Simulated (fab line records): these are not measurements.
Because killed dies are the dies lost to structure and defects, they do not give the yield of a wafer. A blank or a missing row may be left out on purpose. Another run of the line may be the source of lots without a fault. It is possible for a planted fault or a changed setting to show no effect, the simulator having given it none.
Lot-split experiment | flow n5Finfet | 21 wafers read across 7 lots, on a route 1938 steps long

## SPLIT DETAILS
At N5_BEOL_M4_COAT_67 (time 60 s, resist thk 60 nm), the setting spinRpm was moved away from the recipe's 1500 rpm on 8 of the 21 wafers read, by -8.8% to +8.8%. This setting was run at the recipe's value on the other wafers.

Reading taken at the split's own step.

## THE READING
SOC_of_BEOL_M4_COAT_67.thkNm (the simulator's own value, which no gauge read), in nm, at N5_BEOL_M4_COAT_67 (time 60 s, resist thk 60 nm). The file does not state a usual value for it. Across the 13 wafers here that went through the recipe, the average is 59.9 nm and the standard deviation 0.15 nm.

wafer  | tool, chamber at the split | spinRpm as run, rpm | against the recipe | SOC_of_BEOL_M4_COAT_67.thkNm, nm | against lot-mates on the recipe
L075.1 | lithoTrack-02, 0           | 1500                | recipe             | 59.6                             | -
L075.3 | lithoTrack-02, 0           | 1500                | recipe             | 59.8                             | -
L075.6 | lithoTrack-02, 0           | 1500                | recipe             | 59.8                             | -
L079.2 | lithoTrack-04, 0           | 1500                | recipe             | 59.8                             | -
L079.3 | lithoTrack-04, 0           | 1500                | recipe             | 59.8                             | -
L079.5 | lithoTrack-04, 0           | 1632                | +8.8%              | 57.4                             | -2.4
L082.1 | lithoTrack-04, 0           | 1500                | recipe             | 60                               | -
L082.2 | lithoTrack-04, 0           | 1500                | recipe             | 60                               | -
L082.5 | lithoTrack-04, 0           | 1500                | recipe             | 60.2                             | -
L083.2 | lithoTrack-03, 0           | 1418                | -5.5%              | 61.6                             | +1.6
L083.3 | lithoTrack-03, 0           | 1500                | recipe             | 60                               | -
L083.4 | lithoTrack-03, 0           | 1418                | -5.5%              | 61.8                             | +1.8
L086.2 | lithoTrack-02, 0           | 1547                | +3.1%              | 58.8                             | -1.0
L086.5 | lithoTrack-02, 0           | 1500                | recipe             | 59.8                             | -
L086.6 | lithoTrack-02, 0           | 1500                | recipe             | 59.8                             | -
L092.2 | lithoTrack-04, 0           | 1500                | recipe             | 60                               | -
L092.5 | lithoTrack-04, 0           | 1368                | -8.8%              | 62.8                             | +2.8
L092.6 | lithoTrack-04, 0           | 1368                | -8.8%              | 62.8                             | +2.8
L097.2 | lithoTrack-04, 0           | 1500                | recipe             | 59.8                             | -
L097.4 | lithoTrack-04, 0           | 1443                | -3.8%              | 61                               | +1.2
L097.5 | lithoTrack-04, 0           | 1443                | -3.8%              | 61                               | +1.2

THE FIT
A straight line over all 21 wafers: SOC_of_BEOL_M4_COAT_67.thkNm changes by -0.316 nm for each +1% of spinRpm; r = -0.99; the points scatter about the line by 0.16 nm.
The same after taking each lot's own level away (the mean of its wafers on the recipe; 21 wafers): -0.304 nm for each +1%; r = -1.00; scatter 0.095 nm.
The reading moves by 2.7 nm for the largest change in spinRpm, on that fit.
The span of the lots' own levels, 59.73 to 60.07 nm, comes to 2.3 times the standard deviation stated above.
The two slopes agree, so the slope changes little with the lot-to-lot level.
Check: with one of the wafers moved furthest among these (+8.8%) left out of the fit, the line predicts -2.79 nm for it against its lot-mates. It came out at -2.4 nm against them.

## FURTHER SPLITS ON THESE WAFERS
These wafers also went through other splits before the reading. Each is held against what the fit with the lots' levels taken away leaves over:
other split on the same wafers | wafers away from the commonest value | r with SOC_of_BEOL_M4_COAT_67.thkNm (lot level and that fit taken away)
N5_BEOL_M2_ILD_DEP_00 timeS    | 5                                    | -0.03
N5_BEOL_M2_EXPOSE_08 doseMj    | 11                                   | -0.18
N5_BEOL_M3_ILD_DEP_00 timeS    | 6                                    | -0.53
N5_BEOL_M3_ETCH_64 timeS       | 9                                    | +0.16
N5_BEOL_M3_COAT_68 spinRpm     | 10                                   | +0.06

## THE FILE'S OWN FIT
SOC_of_BEOL_M4_COAT_67.thkNm changes by -0.3 nm for each +1% of spinRpm, r = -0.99.
